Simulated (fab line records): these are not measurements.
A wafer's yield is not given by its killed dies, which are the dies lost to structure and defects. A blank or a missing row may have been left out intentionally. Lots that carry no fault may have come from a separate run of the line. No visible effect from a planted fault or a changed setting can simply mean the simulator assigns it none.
fab line records -- flow n5-finfet
[record] lots = 5, wafers = 15, last-day = 18
route steps=1938 shown HKMG_FIN@428 GATE_CUT@465 BEOL_M4@1111 PASSIVATION@1936
lots that met no fault: taken from a fault-free run of the same line
start-h: the number of hours between the record's first day and the start of the first shown wafer of the lot -- wait-h: hours since the lot's step before -- " the same as in the row above -- L1.1+2: one row covering several wafers at once -- - no value, or no start was given -- * or withheld: withheld -- < > ~ a bound
route shown NAME@n: NAME is a module with steps in the file, n the number in the route of the first one -- usual: mean and standard deviation over wafers with no fault -- same: alike in all rows -- chamber/n: place in a boat -- sites: the reading at each site -- _std_site: standard deviation across them -- _edge_site: inner sites' mean taken away from outer sites' mean -- radius-mm: for every site, how far away it sits from the centre of the wafer -- mask NAME#n: copy n -- behind: tool/chamber where the wafer was last shaped -- hold: why the lot was held/for how many hours/how that ended -- device: the transistor (n, p or np) that didn't switch -- end of line: at the end of the route, the tests of the same wafers -- for a step that has no rows: nothing shown but its recipe -- killed: not the wafer's yield, but the dies lost to structure and defects at the first sort -- map: a wafer's dies, marking killed ones x, the rest . and places with no die _
set.NAME: the setting as run; set.NAME@STEP: as run at that earlier step -- model.NAME: the simulator's own value behind a step, which no gauge read
certain route steps with their lots: each step a table, each wafer a row
[[steps]]
[step N5_HKMG_FIN_PEB_10]
[recipe] peb-temp-c = withheld, peb-time-s = 60, resist = CAR-ArF
[step N5_HKMG_FIN_DEVELOP_11]
[recipe] develop-time-s = 30, developer = TMAH, resist = CAR-ArF, dev-temp-c = 23, rinse-liquid = diw, dry = air-spin
[step N5_HKMG_FIN_DESCUM_17]
[recipe] chemistry = O2, time-s = 7.9, source-power-w = 50, bias-power-w = 20, pressure-mtorr = 20, rf-frequency-hz = 2.712e+07, temp-c = 40, resist = CAR-ArF, o2-flow-sccm = 225
[step N5_HKMG_FIN_ETCH_31]
[recipe] chemistry = CF4, target = SiARC, target-depth-a = 455, mask-material = CAR-ArF, time-s = 75.8, ion-energy-ev = 80, pressure-mtorr = 40, source-w = 545, bias-w = 36, Ar_flow_sccm = 100, cf4-flow-sccm = 100, ends = cleared
[step N5_HKMG_FIN_ETCH_32]
[recipe] chemistry = N2/H2, target = SOC, target-depth-a = 2400, temp-c = 40, time-s = 300, ion-energy-ev = 200, mask-material = SiARC, pressure-mtorr = 30, source-w = 840, bias-w = 150, n2-flow-sccm = 200, h2-flow-sccm = 200
[step N5_HKMG_FIN_STRIP_33]
[recipe] chemistry = N2/H2, temp-c = 40, n2-flow-sccm = 200, h2-flow-sccm = 200, rf-frequency-hz = 6e+07
[step N5_HKMG_FIN_STRIP_34]
[recipe] chemistry = CF4, resist = SiARC, power-w = 300, bias-power-w = 75, pressure-mtorr = 50, cf4-flow-sccm = 150, rf-frequency-hz = 6e+07
[step N5_HKMG_FIN_ETCH_35]
[recipe] chemistry = N2/H2, target = SOC, target-depth-a = 2158, ion-energy-ev = 65, bias-w = 5, source-w = 3000, time-s = 243.4, pressure-mtorr = 30, n2-flow-sccm = 200, h2-flow-sccm = 200
[step N5_HKMG_FIN_STRIP_92]
[recipe] chemistry = N2/H2, material = SOC, time-s = 20, power-w = 500, temp-c = 40, pressure-mtorr = 50, rf-frequency-hz = 6e+07, bias-power-w = 8, h2-frac = 0.5, n2-flow-sccm = 300, h2-flow-sccm = 300
[step N5_HKMG_FIN_WET_ETCH_18]
[recipe] chemistry = SC1, target = TiN, mix = 1:1:5, temp-c = *, time-s = 55, target-depth-nm = 5.2, dry = ipa-marangoni, rinse-time-s = 30, rinse-temp-c = 23
lot.wafer,tool,chamber,start-h,wait-h
L220.3+4+6,wet-bench-02,"3,4,6",84.84,0.1
L231.1+2+3,wet-bench-02,"7,6,1",154.06,0.1
L238.1+2+4,wet-bench-02,"3,6,0",194.94,0.1
L240.1+4+6,wet-bench-02,"7,4,5",206.30,0.1
L241.3+5+6,wet-bench-02,"4,3,0",210.08,0.1
[step N5_HKMG_FIN_STRIP_19]
[recipe] chemistry = N2/H2, power-w = 2500, temp-c = 300, h2-frac = 0.65, time-s = 360, pressure-mtorr = withheld, n2-flow-sccm = 1750, h2-flow-sccm = 3250
[step N5_HKMG_FIN_ALD_91]
[recipe] material = TiN, target-thk-a = 10, temp-c = 400, ald-precursor-family = TiCl4, ald-co-reactant = NH3, pulse-time-s = 1, purge-time-s = 3, co-reactant-purge-time-s = 2, co-reactant-pulse-time-s = 2, ald-cycles = 47, pressure-torr = 3
[step N5_HKMG_FIN_COAT_85]
[recipe] resist = SOC, temp-c = 250, time-s = 60, spin-rpm = 1500, resist-thk-nm = 300
[step N5_HKMG_FIN_ETCH_86]
[recipe] chemistry = N2/H2, target = SOC, target-depth-a = 3932, stop-on = TiN, ion-energy-ev = 100, bias-w = 61, pressure-mtorr = 30, source-w = 850, n2-flow-sccm = 200, h2-flow-sccm = 200
[step N5_HKMG_FIN_STRIP_89]
[recipe] chemistry = N2/H2, material = SOC, time-s = 20, power-w = 500, temp-c = 40, pressure-mtorr = 50, rf-frequency-hz = 6e+07, bias-power-w = 8, h2-frac = 0.5, n2-flow-sccm = 300, h2-flow-sccm = 300
[step N5_HKMG_FIN_WET_ETCH_87]
[recipe] chemistry = SC1, target = TiN, mix = 1:2:40, temp-c = 50, time-s = 154.2, target-depth-nm = 4.7, dry = ipa-marangoni, rinse-time-s = 30, rinse-temp-c = 23
[step N5_HKMG_FIN_STRIP_88]
[recipe] chemistry = N2/H2, power-w = 2500, temp-c = 300, h2-frac = 0.65, time-s = 360, pressure-mtorr = withheld, n2-flow-sccm = 1750, h2-flow-sccm = 3250
[step N5_HKMG_FIN_NWFM_ALD_20]
[recipe] material = TiAlC, target-thk-a = 20, temp-c = 300, ald-precursor-family = TiCl4, ald-co-reactant = TEA, pulse-time-s = 3, purge-time-s = 2, co-reactant-purge-time-s = 2, co-reactant-pulse-time-s = 10, ald-cycles = 7, pressure-torr = 3
[step N5_HKMG_FIN_ALD_71]
[recipe] material = TiN, target-thk-a = 10, temp-c = 400, ald-precursor-family = TiCl4, ald-co-reactant = NH3, pulse-time-s = 1, purge-time-s = 3, co-reactant-purge-time-s = 2, co-reactant-pulse-time-s = 2, ald-cycles = 47, pressure-torr = 3
[step N5_HKMG_FIN_COAT_66]
[recipe] resist = SOC, temp-c = 250, time-s = 60, spin-rpm = 1500, resist-thk-nm = 300
[step N5_HKMG_FIN_ETCH_67]
[recipe] chemistry = N2/H2, target = SOC, target-depth-a = 3889, stop-on = TiN, ion-energy-ev = 100, bias-w = 61, pressure-mtorr = 30, source-w = 850, n2-flow-sccm = 200, h2-flow-sccm = 200
[step N5_HKMG_FIN_STRIP_90]
[recipe] chemistry = N2/H2, material = SOC, time-s = 20, power-w = 500, temp-c = 40, pressure-mtorr = 50, rf-frequency-hz = 6e+07, bias-power-w = 8, h2-frac = 0.5, n2-flow-sccm = 300, h2-flow-sccm = 300
[step N5_HKMG_FIN_WET_ETCH_73]
[recipe] chemistry = SC1, mix = 1:2:40, temp-c = 50, time-s = 42.3, target-depth-nm = 1.3, dry = ipa-marangoni, rinse-time-s = 30, rinse-temp-c = 23
[step N5_HKMG_FIN_ETCHBACK_68]
[recipe] chemistry = Cl2/Ar, stop-on = HfO2, target-depth-a = 5, pressure-mtorr = 10, icp-w = 600, bias-w = 60, Cl2_flow_sccm = 40, Ar_flow_sccm = 60
[step N5_HKMG_FIN_STRIP_69]
[recipe] chemistry = N2/H2, power-w = 2500, temp-c = 300, h2-frac = 0.65, time-s = 360, pressure-mtorr = withheld, n2-flow-sccm = 1750, h2-flow-sccm = 3250
[step N5_HKMG_FIN_ALD_21]
[recipe] material = TiN, target-thk-a = 15, temp-c = 400, ald-precursor-family = TiCl4, ald-co-reactant = NH3, pulse-time-s = 1, purge-time-s = 3, co-reactant-purge-time-s = 2, co-reactant-pulse-time-s = 2, ald-cycles = 68, pressure-torr = 3
[step N5_HKMG_FIN_ALD_72]
[recipe] material = W, target-thk-a = 20, temp-c = 300, pressure-torr = 7.5, ald-precursor-family = WF6, ald-co-reactant = B2H6, pulse-time-s = 1, purge-time-s = 2, co-reactant-purge-time-s = 2, co-reactant-pulse-time-s = 3, ald-cycles = 7
[step N5_HKMG_FIN_W_FILL_22]
[recipe] material = W, target-thk-a = 600, temp-c = 400, pressure-torr = 39.4, time-s = 18.2
[step N5_HKMG_FIN_PRECLEAN_83]
[recipe] chemistry = DIW, time-s = 57.5, temp-c = 23
[step N5_HKMG_FIN_SRD_84]
[recipe] dry-time-s = 32, dry = n2-spin, spin-rpm = 1500
[step N5_HKMG_FIN_CMP_23]
[recipe] stop-on = SiNx, t-overpolish-s = 10, post-cmp-clean = rinse-only, down-force-psi = 4, platen-rpm = 50.289, pad-velocity-m-s = 1.0006, target-thk-nm = 46.326
[step N5_HKMG_FIN_CMP_94]
[recipe] stop-on = SiNx, post-cmp-clean = w-dilute-nh4oh, t-overpolish-s = 4.7, down-force-psi = 4, platen-rpm = 50.289, pad-velocity-m-s = 1.0006, target-thk-nm = 43.299
[step N5_GATE_CUT_ETCHBACK_00]
[recipe] chemistry = SF6/Cl2, target = W, pressure-mtorr = 8, icp-w = 900, bias-w = 80, SF6_flow_sccm = 40, Cl2_flow_sccm = 60
[step N5_GATE_CUT_ETCH_56]
[recipe] chemistry = Cl2/Ar, target = TiN, target-depth-a = 216, pressure-mtorr = 10, icp-w = 600, bias-w = 60, Cl2_flow_sccm = 40, Ar_flow_sccm = 60
[step N5_GATE_CUT_ETCHBACK_30]
[recipe] chemistry = Cl2/Ar, target = TiN, target-depth-a = 30, mode = isotropic, pressure-mtorr = 10, icp-w = 600, bias-w = 60, Cl2_flow_sccm = 40, Ar_flow_sccm = 60
[step N5_GATE_CUT_VAPOR_ETCH_60]
[recipe] chemistry = BCl3/Cl2, target = HfO2, mode = isotropic
[step N5_GATE_CUT_ETCH_58]
[recipe] chemistry = CH3F/O2, target = SiNx, target-depth-a = 170, time-s = 128.6, ion-energy-ev = 50, pressure-mtorr = 30, source-w = 415, bias-w = 21, Ar_flow_sccm = 150, CH3F_flow_sccm = 30, O2_flow_sccm = 20
[step N5_BEOL_M4_RC_MEAS_101]
[usual] DIBL_N = 35.9/1.3, DIBL_P = 36.3/1.5, IOFF_N = 0.153/0.023, IOFF_N_85C = 3.0/0.39, IOFF_N_LIN = 0.072/0.0088, IOFF_N_LONG = 5.44e-05/2.4e-06, IOFF_P = 0.208/0.028, ION_N = 672/9.7, ION_P = 462/6.6, SS_N = 71.5/0.53, SS_P = 73.3/0.59, VT_N = 250.4/2.7, VT_N_LONG = 275.5/1.8, VT_N_LVT = 99/3.1, VT_P = -250.5/3
lot.wafer,tool,chamber,start-h,wait-h,DIBL_N[mV/V],DIBL_P[mV/V],IOFF_N[nA/um],IOFF_N_85C[nA/um],IOFF_N_LIN[nA/um],IOFF_N_LONG[nA/um],IOFF_P[nA/um],ION_N[uA/um],ION_P[uA/um],SS_N[mV/dec],SS_P[mV/dec],VT_N[mV],VT_N_LONG[mV],VT_N_LVT[mV],VT_P[mV]
L220.3,prober-01,0,184.27,0.3,35.6,35.2,0.147,2.8,0.069,5.28e-05,0.181,671,457,70.9,73.0,252.3,274.8,97,-252.3
L220.4,prober-01,0,184.27,0.3,36.5,36.6,0.162,3.2,0.075,5.24e-05,0.203,681,468,71.7,74.2,249.1,273.8,97,-250.9
L220.6,prober-01,0,184.27,0.3,37.0,37.0,0.182,3.4,0.082,5.26e-05,0.213,678,459,72.2,73.9,250.1,276.6,96,-252.9
L231.1,prober-02,0,251.21,0.0,34.2,33.3,0.123,2.5,0.059,5.45e-05,0.186,667,457,70.7,73.0,251.6,275.7,103,-250.0
L231.2,prober-02,0,251.21,0.0,36.8,35.5,0.164,3.2,0.072,5.54e-05,0.214,665,456,71.8,74.4,248.8,274.7,100,-249.2
L231.3,prober-02,0,251.21,0.0,36.4,35.1,0.151,2.9,0.069,5.49e-05,0.211,664,453,72.0,74.2,250.9,274.7,101,-248.5
L238.1,prober-01,0,303.11,0.5,33.3,34.4,0.001,0.0,0.000,2.59e-05,0.212,356,473,70.7,73.2,397.8,422.1,247,-250.3
L238.2,prober-01,0,303.11,0.5,34.7,36.0,0.001,0.0,0.000,2.6e-05,0.238,359,464,71.0,74.1,395.0,416.7,243,-247.3
L238.4,prober-01,0,303.11,0.5,33.8,34.3,0.001,0.0,0.000,2.61e-05,0.206,351,463,70.7,72.8,399.6,417.7,248,-248.2
L240.1,prober-02,0,313.17,0.0,36.0,37.0,0.001,0.0,0.000,2.35e-05,0.206,361,463,71.5,73.6,397.1,423.8,249,-248.8
L240.4,prober-02,0,313.17,0.0,36.5,37.6,0.001,0.0,0.000,2.36e-05,0.213,355,457,72.0,74.4,396.7,425.4,245,-249.0
L240.6,prober-02,0,313.17,0.0,35.9,36.4,0.001,0.0,0.000,2.36e-05,0.202,357,462,71.7,73.3,394.7,423.3,249,-253.1
L241.3,prober-02,0,316.77,0.3,37.5,39.0,0.001,0.0,0.000,2.53e-05,0.229,365,467,71.9,74.0,397.0,423.6,243,-249.6
L241.5,prober-02,0,316.77,0.3,36.5,37.4,0.001,0.0,0.000,2.5e-05,0.214,358,465,70.9,73.5,398.3,426.5,246,-248.4
L241.6,prober-02,0,316.77,0.3,36.5,37.8,0.001,0.0,0.000,2.49e-05,0.213,360,464,71.2,73.5,393.8,422.8,246,-253.8
[step N5_PASSIVATION_PROBE_49]
[usual] defect-limited-yield = 91.1/1.5, killed_at_M0_to_M3 = 35/9.5, killed_at_M4_up = 13/5.2, killed-at-contacts = 12/6.1, killed-at-front-end = 41/14, killed-at-other = 3.8/2.9, killed-dies = 105/17, killed-open = 70/13, killed-short = 33/8.4, sort_bin_5_function = 5.1/0.97, sort_bin_6_memory = 3.4/0.69, sort_bin_8_speed = 0.00/0.007, sort-n-pass = 1075/17, sort-yield-pct = 91.1/1.5
[same] gross-dies = 1180, killed-at-back-side = 0, sort_bin_4_leakage[%] = 0
lot.wafer,tool,chamber,start-h,wait-h,defect-limited-yield[%],killed_at_M0_to_M3,killed_at_M4_up,killed-at-contacts,killed-at-front-end,killed-at-other,killed-dies,killed-open,killed-short,sort_bin_5_function[%],sort_bin_6_memory[%],sort_bin_8_speed[%],sort-n-pass,sort-yield-pct[%]
L220.3,prober-01,-,292.86,0.1,92.0,43,13,6,30,2,94,54,39,4.1,3.4,0,1086,92.0
L220.4,prober-01,-,292.91,0.2,89.7,47,24,11,33,7,122,83,39,6.7,3.6,0,1058,89.7
L220.6,prober-01,-,293.01,0.3,90.4,49,17,11,35,1,113,76,35,5.7,3.6,0,1067,90.4
L231.1,prober-01,-,355.17,0.0,90.2,43,10,15,42,6,116,76,39,5.5,4.0,0,1064,90.2
L231.2,prober-01,-,355.22,0.1,90.3,25,12,33,42,2,114,81,32,5.7,3.7,0,1066,90.3
L231.3,prober-01,-,355.27,0.1,91.6,27,8,25,36,3,99,80,18,5.8,2.5,0,1081,91.6
L238.1,prober-02,-,411.60,0.0,91.2,25,14,16,44,5,104,64,34,5.5,3.0,91.19,0,0
L238.2,prober-02,-,411.65,0.1,89.2,34,24,10,54,6,128,87,40,6.5,4.0,89.15,0,0
L238.4,prober-02,-,411.75,0.2,92.2,36,10,16,27,3,92,66,19,4.2,3.6,92.20,0,0
L240.1,prober-01,-,416.79,0.0,93.1,20,11,16,26,8,81,60,18,4.2,2.6,93.14,0,0
L240.4,prober-01,-,416.94,0.2,93.1,28,4,24,15,11,82,50,31,3.9,3.0,93.05,0,0
L240.6,prober-01,-,417.04,0.3,93.7,27,7,12,22,6,74,48,24,3.8,2.2,93.73,0,0
L241.3,prober-02,-,425.87,0.1,92.7,32,5,13,35,1,86,62,23,4.5,2.7,92.71,0,0
L241.5,prober-02,-,425.97,0.2,93.0,34,5,17,26,1,83,49,33,4.4,2.3,92.97,0,0
L241.6,prober-02,-,426.02,0.3,93.1,29,8,14,28,2,81,55,25,3.4,3.1,93.14,0,0
// killed by level:class
L220.3 BEOL_M0_SAQP:geometric-particle:short=11 FIN_SAQP:geometric-particle:short=10 FIN_SAQP:geometric-particle:open=9 BEOL_M4:geometric-particle:open=9 BEOL_M3:geometric-particle:open=8 BEOL_M0_SAQP:geometric-particle:open=7 MOL_CONTACT_COAG:geometric-particle:open=5 BEOL_M2:geometric-particle:short=5
L220.4 BEOL_M4:geometric-particle:open=11 BEOL_M0_SAQP:geometric-particle:open=9 MOL_CONTACT_COAG:geometric-particle:open=8 BEOL_M0_SAQP:geometric-particle:short=8 FIN_SAQP:geometric-particle:open=7 DUMMY_GATE:geometric-particle:open=7 BEOL_M1:geometric-particle:open=7 FIN_SAQP:geometric-particle:short=6
L220.6 FIN_SAQP:geometric-particle:open=11 BEOL_M4:geometric-particle:open=11 MOL_CONTACT_COAG:geometric-particle:open=10 BEOL_M0_SAQP:geometric-particle:open=9 BEOL_M0_SAQP:geometric-particle:short=9 BEOL_M3:geometric-particle:open=8 FIN_SAQP:geometric-particle:short=7 BEOL_M0:geometric-particle:open=7
L231.1 STI_FIN_REVEAL:geometric-particle:open=15 MOL_CONTACT_COAG:geometric-particle:open=12 FIN_SAQP:geometric-particle:open=9 BEOL_M3:geometric-particle:open=8 BEOL_M0_SAQP:geometric-particle:open=7 BEOL_M0_SAQP:geometric-particle:short=6 BEOL_M1:geometric-particle:open=6 BEOL_M2:geometric-particle:open=6
L231.2 MOL_CONTACT_COAG:geometric-particle:open=21 STI_FIN_REVEAL:geometric-particle:open=19 MOL_CONTACT_COAG:geometric-particle:short=11 BEOL_M0_SAQP:geometric-particle:open=10 BEOL_M4:geometric-particle:open=8 BEOL_M1:geometric-particle:open=6 STI_FIN_REVEAL:geometric-particle:short=4 ILD0:geometric-particle:open=3
L231.3 MOL_CONTACT_COAG:geometric-particle:open=21 STI_FIN_REVEAL:geometric-particle:open=18 DUMMY_GATE:geometric-particle:open=7 BEOL_M1:geometric-particle:open=7 BEOL_M3:geometric-particle:open=6 BEOL_M0_SAQP:geometric-particle:open=5 MOL_CONTACT_COAG:geometric-particle:short=3 BEOL_M0_SAQP:geometric-particle:short=3
L238.1 MOL_CONTACT_COAG:geometric-particle:open=12 GATE_CUT:geometric-particle:short=8 STI_FIN_REVEAL:geometric-particle:open=7 BEOL_M0_SAQP:geometric-particle:open=7 FIN_SAQP:geometric-particle:short=6 BEOL_M3:geometric-particle:short=5 SD_EPI_P:coat-microbubble-printed=5 BEOL_M4:geometric-particle:open=5
L238.2 DUMMY_GATE:geometric-particle:open=13 BEOL_M0_SAQP:geometric-particle:short=12 FIN_SAQP:geometric-particle:open=11 BEOL_M2:geometric-particle:open=10 MOL_CONTACT_COAG:geometric-particle:open=9 FIN_SAQP:geometric-particle:short=8 GATE_CUT:geometric-particle:short=7 BEOL_M0_SAQP:geometric-particle:open=7
L238.4 BEOL_M2:geometric-particle:open=14 MOL_CONTACT_COAG:geometric-particle:open=13 FIN_SAQP:geometric-particle:open=7 BEOL_M0_SAQP:geometric-particle:open=6 BEOL_M3:geometric-particle:open=6 GATE_CUT:geometric-particle:short=5 BEOL_M0_SAQP:geometric-particle:short=4 BEOL_M4:geometric-particle:open=4
L240.1 MOL_CONTACT_COAG:geometric-particle:open=13 STI_FIN_REVEAL:geometric-particle:open=7 BEOL_M2:geometric-particle:open=6 FIN_SAQP:geometric-particle:open=5 BEOL_M8:geometric-particle:open=4 MIM_TOP:geometric-particle:open=4 DUMMY_GATE:geometric-particle:open=3 BEOL_M1:geometric-particle:open=3
L240.4 MOL_CONTACT_COAG:geometric-particle:open=18 MOL_CONTACT_COAG:geometric-particle:short=6 BEOL_M0_SAQP:geometric-particle:short=6 BEOL_M0_SAQP:geometric-particle:open=6 BEOL_M3:geometric-particle:open=5 BEOL_M0:geometric-particle:short=4 MIM_TOP:geometric-particle:short=4 STI_FIN_REVEAL:geometric-particle:open=3
L240.6 MOL_CONTACT_COAG:geometric-particle:open=11 BEOL_M3:geometric-particle:open=9 GATE_CUT:geometric-particle:short=5 BEOL_M0_SAQP:geometric-particle:open=4 BEOL_M1:geometric-particle:open=4 DUMMY_GATE:geometric-particle:open=3 BEOL_M0_SAQP:geometric-particle:short=3 BEOL_M2:geometric-particle:short=3
L241.3 MOL_CONTACT_COAG:geometric-particle:open=10 FIN_SAQP:geometric-particle:open=9 BEOL_M0_SAQP:geometric-particle:open=8 DUMMY_GATE:geometric-particle:open=7 BEOL_M0_SAQP:geometric-particle:short=7 BEOL_M2:geometric-particle:open=4 BEOL_M3:geometric-particle:open=4 STARTING-WAFER:geometric-particle:open=4
L241.5 MOL_CONTACT_COAG:geometric-particle:open=11 BEOL_M0_SAQP:geometric-particle:short=9 FIN_SAQP:geometric-particle:open=8 BEOL_M0_SAQP:geometric-particle:open=7 MOL_CONTACT_COAG:geometric-particle:short=6 BEOL_M3:geometric-particle:open=6 FIN_SAQP:geometric-particle:short=5 BEOL_M3:geometric-particle:short=4
L241.6 MOL_CONTACT_COAG:geometric-particle:open=11 FIN_SAQP:geometric-particle:open=7 BEOL_M0_SAQP:geometric-particle:short=7 BEOL_M1:geometric-particle:open=6 FIN_SAQP:geometric-particle:short=5 DUMMY_GATE:geometric-particle:open=5 BEOL_M0_SAQP:geometric-particle:open=4 BEOL_M2:geometric-particle:open=4
// map L238.2 (x killed, . not)
_________________...x........________________
______________.....x............_____________
___________xx.....x......x.........__________
__________x........x.....x......x..._________
________....x.............x..........._______
_______..x..........x..................______
______..................x.....x.x......x_____
_____..........xx.........x.............x____
____x...x.................................___
___..x..........................x..........__
___.x..................................x.x.__
__.....x.........x.........x.......x........_
__.............x.............x...x...xxx...._
_..x.................................x.x.....
_x...x.......xx..x....x.x...........x........
_..............x........xxx......xx..........
_................x..........x......xx........
_.............x..x....x.......xx..x..........
_...x..x...x..........x..x................xx.
_.x...........................x..x....x..x...
_..................x............x...........x
__........x..........x.x..x...............x._
__.............x...xx...x.........x........._
___x................................xx.x.x.__
___......................x.........x...x...__
____........x....x........................___
_____...x....xx.x....x.....x....xx..xx.x.____
______....................x............._____
_______........x..x..x.................______
________......x.x.....x....x....x....._______
__________.x..............xx........_________
___________x................x...x..__________
______________..........x......._____________
_________________............________________
// map L240.4 (x killed, . not)
_________________.x..........________________
______________.................._____________
___________........................__________
__________............x............._________
________......x.........x.x..........._______
_______x...........x.........x.........______
______.................................._____
_____...x.......................x........____
____...x.x............x.x..x...x..........___
___......x.................................__
___........................................__
__.......x.x............................x..._
__x.........x............x...x...x.........._
_x................x.......xx..x.....x....x...
_....x........x........x......x..............
_.x.........x..........x.x...................
_...................x.....................x..
_..............................x.............
_..........x........x.................x......
_x...............x...............x...........
_....xx.....x........x.......................
__.......x.....................x..........x._
__......x.............x..............x......_
___.....................................xx.__
___..................................x.....__
____....xxx..x............................___
_____....................................____
______...............x.......x.........._____
_______....x.....................x.....______
________............x..x.............x_______
__________............xx........x..._________
___________............x...........__________
______________x........x.xx....._____________
_________________........x...________________
[[key]]
[first-sign] step = N5_BEOL_M4_RC_MEAS_101, reading = VT_N_LONG, direction = up, sigmas = 83, usual = 275.5, struck = 422.4
[effect] step = N5_BEOL_M4_RC_MEAS_101, reading = VT_N, direction = up, sigmas = 54, usual = 250.4, struck = 396.7
[effect] step = N5_BEOL_M4_RC_MEAS_101, reading = VT_N_LVT, direction = up, sigmas = 48, usual = 99, struck = 246
[effect] step = N5_BEOL_M4_RC_MEAS_101, reading = ION_N, direction = down, sigmas = 33, usual = 672, struck = 358
[effect] step = N5_BEOL_M4_RC_MEAS_101, reading = IOFF_N_LONG, direction = down, sigmas = 12, usual = 5.44e-05, struck = 2.49e-05
[effect] step = N5_BEOL_M4_RC_MEAS_101, reading = IOFF_N_LIN, direction = down, sigmas = 8.1, usual = 0.072, struck = 0.000
[effect] step = N5_BEOL_M4_RC_MEAS_101, reading = IOFF_N_85C, direction = down, sigmas = 7.7, usual = 3.0, struck = 0.0
[effect] step = N5_BEOL_M4_RC_MEAS_101, reading = IOFF_N, direction = down, sigmas = 6.7, usual = 0.153, struck = 0.001
[effect] step = N5_PASSIVATION_PROBE_49, reading = sort_bin_8_speed, direction = up, sigmas = 99+, usual = 0.00, struck = 92.36
met-at N5_HKMG_FIN_WET_ETCH_18
struck-wafers L238.1,L238.2,L238.4,L240.1,L240.4,L240.6,L241.3,L241.5,L241.6
onset-between 154.06 194.94
also-fits time
[fault] kind = process-parameter-drift, tool = wet-bench-02, chamber = -, onset-h = 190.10, steps = N5_HKMG_FIN_WET_ETCH_18, channel = time-s, offset = *, shape = step, end-h = 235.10, acts-in = *, stated = *
